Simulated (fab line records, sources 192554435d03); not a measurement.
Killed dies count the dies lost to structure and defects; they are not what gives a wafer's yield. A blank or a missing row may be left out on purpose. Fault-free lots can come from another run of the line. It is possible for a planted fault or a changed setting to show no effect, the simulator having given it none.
fab line records | flow n5_finfet
record: lots: 9 | wafers: 27 | last_day: 18
route steps=1938 shown STI_FIN_REVEAL@211 DUMMY_GATE@215 SDB@375 BEOL_M4@1111 PASSIVATION@1936
lots that met no fault: taken from a fault-free run of the same line
start_h: hours from the record's opening day to when the first of the lot's shown wafers began | wait_h: time in hours since the lot's previous step | " repeats the value in the row above | L1.1+2: one row covering several wafers at once | - no value, or no start given | * or withheld: withheld | < > ~ a bound
route shown NAME@n: a module of which the file shows steps, and the number in the route of the first | usual: mean and standard deviation over wafers with no fault | same: alike in all rows | chamber/n: place in a boat | sites: the reading at each site | _std_site: how widely they spread, as a standard deviation | _edge_site: outer sites' mean less inner sites' | radius_mm: how far each site lies from the wafer's centre | mask NAME#n: copy n | behind: the most recent tool/chamber to have shaped the wafer | hold: why the lot went on hold/how many hours it stayed there/how the hold came to an end | device: transistor that didn't switch, given as n, p or np | end of line: the same wafers' tests at the end of the route | a step given without rows: its recipe and nothing more | killed: the dies lost at the first sort to structure and to defects; this is not the yield of the wafer | map: a wafer's dies, x killed, . not, _ none there
set.NAME: the setting that was run; set.NAME@STEP: the one run at that earlier step | model.NAME: the simulator's own value behind a step, which no gauge read
one table for each step of the route and one row for each wafer, over a sample of lots
services: when a tool's chamber went out of use (start_h, in hours from the record's first day, below 0 if earlier), for how many hours, and the reason
== steps ==
step: N5_STI_FIN_REVEAL_INSPECT_13
recipe: inspect_instrument: darkfield | mode: post_clean
usual: raw_defect_count: 13/5.4
lot.wafer | tool              | chamber | start_h | wait_h | raw_defect_count
L509.1    | defect_inspect-02 | -       | 37.02   | 0.0    | 18
L509.3    | "                 | -       | "       | "      | 15
L509.5    | "                 | -       | "       | "      | 17
L510.3    | defect_inspect-01 | -       | 43.01   | 0.0    | 18
L510.4    | "                 | -       | "       | "      | 15
L510.6    | "                 | -       | "       | "      | 10
L515.1    | defect_inspect-02 | -       | 73.00   | 0.0    | 13
L515.2    | "                 | -       | "       | "      | 7
L515.6    | "                 | -       | "       | "      | 25
L522.2    | defect_inspect-02 | -       | 121.12  | 0.0    | 12
L522.4    | "                 | -       | "       | "      | 26
L522.6    | "                 | -       | "       | "      | 10
L523.2    | defect_inspect-02 | -       | 123.68  | 0.0    | 12
L523.3    | "                 | -       | "       | "      | 17
L523.5    | "                 | -       | "       | "      | 21
L525.1    | defect_inspect-02 | -       | 134.99  | 0.0    | 13
L525.5    | "                 | -       | "       | "      | 18
L525.6    | "                 | -       | "       | "      | 7
L527.2    | defect_inspect-01 | -       | 146.61  | 0.0    | 22
L527.5    | "                 | -       | "       | "      | 27
L527.6    | "                 | -       | "       | "      | 16
L528.3    | defect_inspect-01 | -       | 152.73  | 0.0    | 18
L528.4    | "                 | -       | "       | "      | 11
L528.5    | "                 | -       | "       | "      | 10
L532.1    | defect_inspect-02 | -       | 178.28  | 0.0    | 10
L532.4    | "                 | -       | "       | "      | 7
L532.5    | "                 | -       | "       | "      | 11
step: N5_DUMMY_GATE_CVD_03
recipe: material: a-Si | target_thk_a: 1500 | temp_c: 530 | precursor: SiH4 | time_s: 8042
usual: zone_power_bottom_pct: 10.2/0.64
lot.wafer | tool     | chamber | start_h | wait_h | zone_power_bottom_pct
L509.1    | lpcvd-01 | 1/90    | 37.52   | 0.1    | 10.6
L509.3    | "        | 1/100   | "       | "      | 10.6
L509.5    | "        | 1/109   | "       | "      | 10.6
L510.3    | lpcvd-02 | 1/75    | 43.21   | 0.1    | 9.9
L510.4    | "        | 1/79    | "       | "      | 9.9
L510.6    | "        | 1/89    | "       | "      | 9.9
L515.1    | lpcvd-02 | 1/65    | 74.11   | 0.4    | 9.9
L515.2    | "        | 1/70    | "       | "      | 9.9
L515.6    | "        | 1/89    | "       | "      | 9.9
L522.2    | lpcvd-01 | 1/70    | 122.06  | 0.1    | 10.6
L522.4    | "        | 1/79    | "       | "      | 10.6
L522.6    | "        | 1/89    | "       | "      | 10.6
L523.2    | lpcvd-01 | 1/95    | 125.71  | 1.6    | 10.7
L523.3    | "        | 1/100   | "       | "      | 10.7
L523.5    | "        | 1/109   | "       | "      | 10.7
L525.1    | lpcvd-01 | 0/65    | 135.19  | 0.1    | 10.7
L525.5    | "        | 0/84    | "       | "      | 10.7
L525.6    | "        | 0/89    | "       | "      | 10.7
L527.2    | lpcvd-01 | 0/70    | 146.81  | 0.1    | 10.8
L527.5    | "        | 0/84    | "       | "      | 10.8
L527.6    | "        | 0/89    | "       | "      | 10.8
L528.3    | lpcvd-01 | 0/25    | 153.11  | 0.1    | 10.7
L528.4    | "        | 0/29    | "       | "      | 10.7
L528.5    | "        | 0/34    | "       | "      | 10.7
L532.1    | lpcvd-01 | 0/15    | 178.98  | 0.1    | 10.7
L532.4    | "        | 0/29    | "       | "      | 10.7
L532.5    | "        | 0/34    | "       | "      | 10.7
step: N5_DUMMY_GATE_THK_MEAS_05
usual: thk_nm: 71.6/1.4
lot.wafer | tool          | chamber | start_h | wait_h | thk_nm
L509.1    | film_metro-02 | -       | 41.50   | 0.2    | 70.2
L509.3    | "             | -       | "       | "      | 72.8
L509.5    | "             | -       | "       | "      | 70.0
L510.3    | film_metro-02 | -       | 49.03   | 0.2    | 71.4
L510.4    | "             | -       | "       | "      | 69.3
L510.6    | "             | -       | "       | "      | 71.6
L515.1    | film_metro-02 | -       | 78.09   | 0.1    | 72.7
L515.2    | "             | -       | "       | "      | 72.8
L515.6    | "             | -       | "       | "      | 72.0
L522.2    | film_metro-01 | -       | 126.04  | 0.2    | 52.5
L522.4    | "             | -       | "       | "      | 52.9
L522.6    | "             | -       | "       | "      | 53.3
L523.2    | film_metro-01 | -       | 129.69  | 0.2    | 51.8
L523.3    | "             | -       | "       | "      | 50.8
L523.5    | "             | -       | "       | "      | 53.0
L525.1    | film_metro-01 | -       | 141.21  | 0.1    | 72.5
L525.5    | "             | -       | "       | "      | 72.4
L525.6    | "             | -       | "       | "      | 69.8
L527.2    | film_metro-02 | -       | 150.79  | 0.2    | 72.4
L527.5    | "             | -       | "       | "      | 73.8
L527.6    | "             | -       | "       | "      | 72.1
L528.3    | film_metro-01 | -       | 157.09  | 0.1    | 73.2
L528.4    | "             | -       | "       | "      | 71.3
L528.5    | "             | -       | "       | "      | 73.4
L532.1    | film_metro-01 | -       | 182.95  | 0.2    | 72.5
L532.4    | "             | -       | "       | "      | 71.7
L532.5    | "             | -       | "       | "      | 72.0
step: N5_DUMMY_GATE_INSPECT_17
recipe: mode: adi | inspect_instrument: brightfield
usual: raw_defect_count: 202/51
lot.wafer | tool              | chamber | start_h | wait_h | raw_defect_count
L509.1    | defect_inspect-02 | -       | 46.03   | 0.1    | 292
L509.3    | "                 | -       | "       | "      | 226
L509.5    | "                 | -       | "       | "      | 271
L510.3    | defect_inspect-01 | -       | 53.42   | 0.0    | 177
L510.4    | "                 | -       | "       | "      | 119
L510.6    | "                 | -       | "       | "      | 179
L515.1    | defect_inspect-02 | -       | 82.61   | 0.1    | 363
L515.2    | "                 | -       | "       | "      | 254
L515.6    | "                 | -       | "       | "      | 301
L522.2    | defect_inspect-01 | -       | 131.24  | 0.0    | 218
L522.4    | "                 | -       | "       | "      | 167
L522.6    | "                 | -       | "       | "      | 241
L523.2    | defect_inspect-01 | -       | 134.07  | 0.0    | 185
L523.3    | "                 | -       | "       | "      | 203
L523.5    | "                 | -       | "       | "      | 189
L525.1    | defect_inspect-01 | -       | 145.60  | 0.1    | 162
L525.5    | "                 | -       | "       | "      | 194
L525.6    | "                 | -       | "       | "      | 228
L527.2    | defect_inspect-01 | -       | 155.19  | 0.0    | 246
L527.5    | "                 | -       | "       | "      | 224
L527.6    | "                 | -       | "       | "      | 257
L528.3    | defect_inspect-02 | -       | 161.60  | 0.0    | 163
L528.4    | "                 | -       | "       | "      | 126
L528.5    | "                 | -       | "       | "      | 179
L532.1    | defect_inspect-01 | -       | 187.47  | 0.1    | 260
L532.4    | "                 | -       | "       | "      | 187
L532.5    | "                 | -       | "       | "      | 242
step: N5_DUMMY_GATE_CD_MEAS_50
recipe: target_cd_nm: 14
usual: cd_nm: 14.3/0.5
lot.wafer | tool      | chamber | start_h | wait_h | cd_nm
L509.1    | cd_sem-01 | -       | 46.43   | 0.0    | 14.5
L509.3    | "         | -       | "       | "      | 14.3
L509.5    | "         | -       | "       | "      | 14.6
L510.3    | cd_sem-03 | -       | 54.98   | 0.0    | 14.8
L510.4    | "         | -       | "       | "      | 14.9
L510.6    | "         | -       | "       | "      | 14.7
L515.1    | cd_sem-01 | -       | 83.22   | 0.0    | 14.2
L515.2    | "         | -       | "       | "      | 13.6
L515.6    | "         | -       | "       | "      | 14.5
L522.2    | cd_sem-03 | -       | 131.96  | 0.0    | 14.4
L522.4    | "         | -       | "       | "      | 14.5
L522.6    | "         | -       | "       | "      | 14.6
L523.2    | cd_sem-03 | -       | 134.72  | 0.1    | 14.5
L523.3    | "         | -       | "       | "      | 14.0
L523.5    | "         | -       | "       | "      | 14.7
L525.1    | cd_sem-02 | -       | 146.01  | 0.0    | 14.1
L525.5    | "         | -       | "       | "      | 14.6
L525.6    | "         | -       | "       | "      | 14.3
L527.2    | cd_sem-03 | -       | 155.60  | 0.0    | 14.2
L527.5    | "         | -       | "       | "      | 13.4
L527.6    | "         | -       | "       | "      | 14.6
L528.3    | cd_sem-01 | -       | 162.06  | 0.0    | 14.2
L528.4    | "         | -       | "       | "      | 14.2
L528.5    | "         | -       | "       | "      | 13.4
L532.1    | cd_sem-03 | -       | 187.88  | 0.0    | 14.4
L532.4    | "         | -       | "       | "      | 14.5
L532.5    | "         | -       | "       | "      | 14.4
step: N5_DUMMY_GATE_ETCH_44
recipe: chemistry: HBr/O2 | over_etch_frac: 0.7 | target_depth_a: 1275 | stop_on: SiO2 | ion_energy_ev: 60 | bias_w: 20 | target: poly-Si | mask_material: SiO2 | pressure_mtorr: 20 | icp_w: 400 | HBr_flow_sccm: 120 | O2_flow_sccm: 10
usual: drypump_motor_current_A: 5.8/0.44 | he_backside_leak_sccm: 2.69/0.3 | oes_product_au: 0.727/0.011 | throttle_valve_pct: 18.49/0.21
lot.wafer | tool      | chamber | start_h | wait_h | drypump_motor_current_A | he_backside_leak_sccm | oes_product_au | rf_hours_counter_h | throttle_valve_pct
L509.1    | rie_si-04 | 1       | 46.82   | 0.0    | 5.5                     | 3.34                  | 0.732          | 66                 | 18.55
L509.3    | "         | 2       | "       | "      | 5.1                     | 2.66                  | 0.753          | 125                | 18.47
L509.5    | "         | 3       | "       | "      | 6.1                     | 3.11                  | 0.718          | -                  | 18.60
L510.3    | rie_si-04 | 2       | 55.43   | 0.0    | 5.1                     | 2.78                  | 0.729          | 125                | 18.48
L510.4    | "         | 1       | "       | "      | 5.5                     | 3.32                  | 0.716          | 66                 | 18.55
L510.6    | "         | 2       | "       | "      | 5.1                     | 2.55                  | 0.736          | -                  | 18.48
L515.1    | rie_si-06 | 3       | 83.61   | 0.0    | 6.7                     | 2.41                  | 0.733          | 25                 | 18.37
L515.2    | "         | 2       | "       | "      | 5.7                     | 2.26                  | 0.719          | 4                  | 18.27
L515.6    | "         | 2       | "       | "      | 5.8                     | 2.18                  | 0.726          | -                  | 18.27
L522.2    | rie_si-04 | 1       | 132.39  | 0.0    | 5.5                     | 3.34                  | 0.645          | 67                 | 18.55
L522.4    | "         | 2       | "       | "      | 5.1                     | 2.70                  | 0.648          | 126                | 18.48
L522.6    | "         | 3       | "       | "      | 6.1                     | 2.97                  | 0.636          | -                  | 18.59
L523.2    | rie_si-06 | 2       | 135.32  | 0.0    | 5.7                     | 2.30                  | 0.617          | 5                  | 18.27
L523.3    | "         | 1       | "       | "      | 5.6                     | 2.71                  | 0.640          | 139                | 18.30
L523.5    | "         | 1       | "       | "      | 5.6                     | 2.70                  | 0.632          | -                  | 18.28
L525.1    | rie_si-04 | 2       | 146.40  | 0.0    | 5.1                     | 2.90                  | 0.745          | 127                | 18.46
L525.5    | "         | 3       | "       | "      | 6.1                     | 3.10                  | 0.734          | -                  | 18.62
L525.6    | "         | 2       | "       | "      | 5.1                     | 2.76                  | 0.735          | -                  | 18.47
L527.2    | rie_si-06 | 2       | 155.98  | 0.0    | 5.7                     | 2.13                  | 0.723          | 6                  | 18.26
L527.5    | "         | 1       | "       | "      | 5.6                     | 2.95                  | 0.754          | -                  | 18.27
L527.6    | "         | 2       | "       | "      | 5.7                     | 2.21                  | 0.718          | -                  | 18.27
L528.3    | rie_si-01 | 2       | 162.44  | 0.0    | 5.9                     | 2.73                  | 0.746          | 77                 | 18.17
L528.4    | "         | 1       | "       | "      | 5.2                     | 2.70                  | 0.731          | 61                 | 18.78
L528.5    | "         | 1       | "       | "      | 5.2                     | 2.69                  | 0.746          | -                  | 18.78
L532.1    | rie_si-06 | 1       | 188.27  | 0.0    | 5.6                     | 2.80                  | 0.737          | 140                | 18.28
L532.4    | "         | 3       | "       | "      | 6.8                     | 2.35                  | 0.734          | 26                 | 18.36
L532.5    | "         | 2       | "       | "      | 5.7                     | 2.18                  | 0.717          | -                  | 18.28
step: N5_SDB_THK_MEAS_31
recipe: reads: a-Si_of_DUMMY_GATE_CVD_03
usual: SDB_THK: 63.9/1.4
lot.wafer | tool          | chamber | start_h | wait_h | SDB_THK[nm]
L509.1    | film_metro-02 | -       | 68.86   | -      | 62.4
L509.3    | "             | -       | "       | "      | 65.1
L509.5    | "             | -       | "       | "      | 62.2
L510.3    | film_metro-01 | -       | 78.33   | -      | 63.6
L510.4    | "             | -       | "       | "      | 61.5
L510.6    | "             | -       | "       | "      | 63.8
L515.1    | film_metro-01 | -       | 108.26  | -      | 64.9
L515.2    | "             | -       | "       | "      | 65.0
L515.6    | "             | -       | "       | "      | 64.3
L522.2    | film_metro-02 | -       | 155.35  | -      | 44.7
L522.4    | "             | -       | "       | "      | 45.1
L522.6    | "             | -       | "       | "      | 45.5
L523.2    | film_metro-02 | -       | 159.92  | -      | 44.1
L523.3    | "             | -       | "       | "      | 43.0
L523.5    | "             | -       | "       | "      | 45.3
L525.1    | film_metro-01 | -       | 168.58  | -      | 64.8
L525.5    | "             | -       | "       | "      | 64.6
L525.6    | "             | -       | "       | "      | 62.1
L527.2    | film_metro-02 | -       | 178.77  | -      | 64.6
L527.5    | "             | -       | "       | "      | 66.0
L527.6    | "             | -       | "       | "      | 64.2
L528.3    | film_metro-02 | -       | 185.53  | -      | 65.4
L528.4    | "             | -       | "       | "      | 63.5
L528.5    | "             | -       | "       | "      | 65.6
L532.1    | film_metro-02 | -       | 211.29  | -      | 64.7
L532.4    | "             | -       | "       | "      | 64.0
L532.5    | "             | -       | "       | "      | 64.2
step: N5_BEOL_M4_RC_MEAS_101
usual: DIBL_N: 35.4/2.1 | DIBL_P: 34.8/2.6 | IOFF_N: 0.15/0.037 | IOFF_P: 0.19/0.037 | ION_N: 677/16 | ION_P: 462/9.3 | SS_N: 71.4/0.75 | SS_P: 72.9/0.77 | VT_N: 250/3.7 | VT_P: -251/3.5
lot.wafer | tool      | chamber | start_h | wait_h | DIBL_N[mV/V] | DIBL_P[mV/V] | IOFF_N[nA/um] | IOFF_P[nA/um] | ION_N[uA/um] | ION_P[uA/um] | SS_N[mV/dec] | SS_P[mV/dec] | VT_N[mV] | VT_P[mV]
L509.1    | prober-01 | 0       | 183.49  | 0.0    | 35.6         | 34.3         | 0.13          | 0.14          | 654          | 441          | 71.5         | 72.4         | 255      | -257
L509.3    | "         | 0       | "       | "      | 39.3         | 38.9         | 0.22          | 0.20          | 684          | 455          | 73.0         | 73.8         | 247      | -256
L509.5    | "         | 0       | "       | "      | 37.9         | 37.1         | 0.19          | 0.18          | 686          | 455          | 72.5         | 73.3         | 249      | -254
L510.3    | prober-02 | 0       | 183.90  | 0.3    | 34.8         | 32.0         | 0.13          | 0.19          | 679          | 472          | 70.9         | 72.6         | 250      | -248
L510.4    | "         | 0       | "       | "      | 35.0         | 32.7         | 0.14          | 0.20          | 682          | 478          | 71.0         | 72.5         | 249      | -250
L510.6    | "         | 0       | "       | "      | 33.1         | 30.1         | 0.11          | 0.17          | 672          | 470          | 70.0         | 72.6         | 253      | -251
L515.1    | prober-01 | 0       | 202.96  | 0.5    | 34.8         | 33.8         | 0.13          | 0.16          | 664          | 456          | 71.1         | 73.1         | 251      | -257
L515.2    | "         | 0       | "       | "      | 37.2         | 36.0         | 0.16          | 0.18          | 678          | 457          | 71.7         | 73.2         | 248      | -253
L515.6    | "         | 0       | "       | "      | 34.0         | 32.3         | 0.12          | 0.13          | 660          | 448          | 70.9         | 71.5         | 255      | -257
L522.2    | prober-01 | 0       | 252.84  | 0.2    | 35.2         | 34.9         | 0.15          | 0.21          | 683          | 467          | 71.2         | 73.5         | 248      | -248
L522.4    | "         | 0       | "       | "      | 35.3         | 34.9         | 0.14          | 0.21          | 679          | 469          | 71.3         | 73.1         | 249      | -249
L522.6    | "         | 0       | "       | "      | 33.4         | 32.1         | 0.12          | 0.17          | 674          | 462          | 71.4         | 72.2         | 254      | -250
L523.2    | prober-01 | 0       | 255.53  | 0.2    | 33.4         | 32.6         | 0.11          | 0.17          | 661          | 455          | 71.3         | 72.1         | 254      | -250
L523.3    | "         | 0       | "       | "      | 32.9         | 31.6         | 0.10          | 0.15          | 643          | 453          | 70.7         | 72.0         | 260      | -253
L523.5    | "         | 0       | "       | "      | 36.4         | 34.9         | 0.15          | 0.20          | 652          | 452          | 72.4         | 72.8         | 253      | -249
L525.1    | prober-01 | 0       | 278.83  | 0.0    | 37.6         | 37.1         | 0.17          | 0.22          | 678          | 467          | 71.9         | 73.8         | 248      | -246
L525.5    | "         | 0       | "       | "      | 35.6         | 36.4         | 0.13          | 0.20          | 662          | 464          | 71.2         | 72.4         | 254      | -250
L525.6    | "         | 0       | "       | "      | 38.4         | 37.6         | 0.22          | 0.24          | 669          | 460          | 72.4         | 73.7         | 249      | -248
L527.2    | prober-01 | 0       | 283.74  | 0.2    | 33.2         | 32.4         | 0.11          | 0.15          | 670          | 451          | 70.2         | 72.3         | 255      | -254
L527.5    | "         | 0       | "       | "      | 36.7         | 37.0         | 0.16          | 0.20          | 692          | 469          | 71.6         | 73.0         | 251      | -251
L527.6    | "         | 0       | "       | "      | 34.9         | 35.9         | 0.14          | 0.20          | 669          | 463          | 70.1         | 73.3         | 251      | -251
L528.3    | prober-01 | 0       | 286.65  | 0.3    | 36.2         | 36.9         | 0.18          | 0.22          | 694          | 472          | 72.3         | 72.9         | 247      | -249
L528.4    | "         | 0       | "       | "      | 37.5         | 38.8         | 0.21          | 0.25          | 697          | 472          | 72.2         | 73.3         | 246      | -249
L528.5    | "         | 0       | "       | "      | 37.8         | 38.8         | 0.20          | 0.24          | 696          | 471          | 72.2         | 73.0         | 245      | -245
L532.1    | prober-02 | 0       | 326.03  | 0.0    | 38.0         | 40.0         | 0.22          | 0.26          | 710          | 477          | 72.6         | 73.7         | 242      | -247
L532.4    | "         | 0       | "       | "      | 36.1         | 37.1         | 0.18          | 0.23          | 701          | 476          | 71.7         | 73.3         | 247      | -250
L532.5    | "         | 0       | "       | "      | 36.0         | 36.9         | 0.17          | 0.21          | 689          | 467          | 71.4         | 73.6         | 246      | -250
step: N5_PASSIVATION_PROBE_49
usual: defect_limited_yield: 90.5/1.7 | killed_at_M0_to_M3: 37/12 | killed_at_M4_up: 14/5.2 | killed_at_contacts: 12/5.9 | killed_at_front_end: 45/14 | killed_at_other: 3.5/2.8 | killed_dies: 112/21 | killed_on_rim: 15/4.5 | killed_open: 73/15 | killed_short: 36/8.9 | sort_bin_5_function: 5.6/1.2 | sort_bin_6_memory: 3.5/0.68 | sort_bin_8_speed: 0.01/0.1 | sort_n_pass: 1068/21 | sort_yield_pct: 90.5/1.8
same: gross_dies: 1180 | killed_at_back_side: 0 | sort_bin_4_leakage[%]: 0
lot.wafer | tool      | chamber | start_h | wait_h | defect_limited_yield[%] | killed_at_M0_to_M3 | killed_at_M4_up | killed_at_contacts | killed_at_front_end | killed_at_other | killed_dies | killed_on_rim | killed_open | killed_short | sort_bin_5_function[%] | sort_bin_6_memory[%] | sort_bin_8_speed[%] | sort_n_pass | sort_yield_pct[%]
L510.3    | prober-02 | -       | 301.02  | 0.1    | 91.2                    | 26                 | 22              | 7                  | 48                  | 1               | 104         | 10            | 55          | 46           | 5.2                    | 3.2                  | 0                   | 1076        | 91.2
L510.4    | prober-02 | -       | 301.07  | 0.2    | 91.2                    | 32                 | 22              | 3                  | 46                  | 1               | 104         | 10            | 58          | 43           | 4.3                    | 4.2                  | 0                   | 1076        | 91.2
L510.6    | prober-02 | -       | 301.17  | 0.3    | 93.1                    | 25                 | 18              | 4                  | 30                  | 4               | 81          | 12            | 50          | 30           | 3.8                    | 2.7                  | 0                   | 1099        | 93.1
L523.2    | prober-02 | -       | 367.76  | 0.1    | 82.7                    | 32                 | 13              | 7                  | 144                 | 8               | 204         | 70            | 84          | 46           | 7.0                    | 3.8                  | 0                   | 976         | 82.7
L523.3    | prober-02 | -       | 367.81  | 0.1    | 85.1                    | 37                 | 12              | 3                  | 123                 | 1               | 176         | 64            | 76          | 42           | 6.1                    | 3.7                  | 0.08                | 1003        | 85.0
L523.5    | prober-02 | -       | 367.91  | 0.2    | 81.2                    | 46                 | 15              | 11                 | 147                 | 3               | 222         | 78            | 110         | 47           | 8.1                    | 4.6                  | 0                   | 958         | 81.2
L522.2    | prober-01 | -       | 367.94  | 0.1    | 86.4                    | 27                 | 17              | 10                 | 106                 | 0               | 160         | 57            | 69          | 30           | 4.8                    | 3.4                  | 0                   | 1020        | 86.4
L522.4    | prober-01 | -       | 368.04  | 0.2    | 84.7                    | 27                 | 17              | 20                 | 115                 | 2               | 181         | 65            | 81          | 31           | 5.7                    | 3.6                  | 0                   | 999         | 84.7
L522.6    | prober-01 | -       | 368.14  | 0.3    | 87.1                    | 21                 | 18              | 11                 | 96                  | 6               | 152         | 66            | 62          | 28           | 4.2                    | 3.3                  | 0                   | 1028        | 87.1
killed by level:class
L510.3 BEOL_M0_SAQP:geometric_particle:short=8 FIN_SAQP:geometric_particle:short=7 STI_FIN_REVEAL:geometric_particle:open=7 GATE_CUT:geometric_particle:short=7 FIN_SAQP:geometric_particle:open=6 STI_FIN_REVEAL:geometric_particle:short=5 DUMMY_GATE:geometric_particle:open=5 BEOL_M4:geometric_particle:open=5
L510.4 FIN_SAQP:geometric_particle:short=10 BEOL_M3:geometric_particle:open=9 STI_FIN_REVEAL:geometric_particle:open=8 BEOL_M1:geometric_particle:open=6 FIN_SAQP:geometric_particle:open=5 GATE_CUT:geometric_particle:short=5 GATE_CUT:geometric_particle:open=4 BEOL_M0_SAQP:geometric_particle:short=4
L510.6 BEOL_M2:geometric_particle:open=13 BEOL_M4:geometric_particle:open=8 FIN_SAQP:geometric_particle:short=5 FIN_SAQP:geometric_particle:open=4 ILD0:geometric_particle:short=4 GATE_CUT:geometric_particle:short=4 BEOL_M3:geometric_particle:short=4 STARTING-WAFER:geometric_particle:open=4
L523.2 DUMMY_GATE:area_cvd=72 FIN_SAQP:geometric_particle:open=17 GATE_CUT:geometric_particle:short=14 STI_FIN_REVEAL:geometric_particle:open=14 BEOL_M2:geometric_particle:open=11 GATE_CUT:geometric_particle:open=9 BEOL_M0_SAQP:geometric_particle:short=9 BEOL_M4:geometric_particle:open=7
L523.3 DUMMY_GATE:area_cvd=55 FIN_SAQP:geometric_particle:open=19 STI_FIN_REVEAL:geometric_particle:open=13 FIN_SAQP:geometric_particle:short=10 BEOL_M0_SAQP:geometric_particle:short=7 BEOL_M0_SAQP:geometric_particle:open=6 BEOL_M2:geometric_particle:open=6 BEOL_M3:geometric_particle:open=6
L523.5 DUMMY_GATE:area_cvd=65 STI_FIN_REVEAL:geometric_particle:open=23 FIN_SAQP:geometric_particle:open=19 BEOL_M0_SAQP:geometric_particle:open=14 MOL_CONTACT_COAG:geometric_particle:open=10 BEOL_M0_SAQP:geometric_particle:short=9 DUMMY_GATE:geometric_particle:open=8 BEOL_M2:geometric_particle:open=8
L522.2 DUMMY_GATE:area_cvd=60 MOL_CONTACT_COAG:geometric_particle:open=10 BEOL_M0_SAQP:geometric_particle:short=7 BEOL_M0_SAQP:geometric_particle:open=7 STARTING-WAFER:geometric_particle:open=7 FIN_SAQP:geometric_particle:open=6 STI_FIN_REVEAL:geometric_particle:open=6 DUMMY_GATE:geometric_particle:open=6
L522.4 DUMMY_GATE:area_cvd=66 MOL_CONTACT_COAG:geometric_particle:open=16 BEOL_M1:geometric_particle:open=10 STI_FIN_REVEAL:geometric_particle:open=9 BEOL_M3:geometric_particle:open=7 FIN_SAQP:geometric_particle:open=6 DUMMY_GATE:geometric_particle:open=6 BEOL_M4:geometric_particle:open=6
L522.6 DUMMY_GATE:area_cvd=55 FIN_SAQP:geometric_particle:open=10 MOL_CONTACT_COAG:geometric_particle:open=10 FIN_SAQP:geometric_particle:short=6 STI_FIN_REVEAL:geometric_particle:open=6 BEOL_M4:geometric_particle:open=6 BEOL_M6:geometric_particle:open=6 BEOL_M0_SAQP:geometric_particle:short=5
== services ==
tool      | chamber | start_h | hours | kind
rie_si-04 | 1       | 17.06   | 1.2   | repair
rie_si-06 | -       | 30.86   | 3.4   | repair
rie_si-06 | -       | 48.18   | 0.7   | repair
rie_si-04 | -       | 52.54   | 0.4   | repair
lpcvd-01  | -       | 75.64   | 4.3   | pm
rie_si-04 | -       | 98.68   | 2.8   | pm
rie_si-04 | 2       | 120.20  | 5.0   | repair
rie_si-06 | 3       | 152.88  | 15.1  | repair
== key ==
first_sign: step: N5_DUMMY_GATE_THK_MEAS_05 | reading: thk_nm | direction: down | sigmas: 13 | usual: * | struck: *
effect: step: N5_DUMMY_GATE_ETCH_44 | reading: oes_product_au | direction: down | sigmas: 7.9 | usual: 0.727 | struck: 0.636
effect: step: N5_SDB_THK_MEAS_31 | reading: SDB_THK | direction: down | sigmas: 13 | usual: 63.9 | struck: 44.6
effect: step: N5_PASSIVATION_PROBE_49 | reading: killed_at_front_end | direction: up | sigmas: 5.4 | usual: 45 | struck: 122
more_kills_born_at: N5_DUMMY_GATE_CVD_03@lpcvd-01: 373
met_at N5_DUMMY_GATE_CVD_03
struck_lots L522,L523
struck_wafers L522.2,L522.4,L522.6,L523.2,L523.3,L523.5
not_acting_at N5_STI_FIN_REVEAL_INSPECT_13,N5_DUMMY_GATE_INSPECT_17,N5_DUMMY_GATE_CD_MEAS_50
onset_between 37.52 122.06
fault: kind: site_profile_drift | tool: lpcvd-01 | chamber: 1 | onset_h: 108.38 | steps: N5_DUMMY_GATE_CVD_03 | basis: fraction | max_abs_drift: 0.28697 | slope_share_per_hr: 63.771 | site_pattern: 0,0,0,0,0,-1,-1,-1,-1
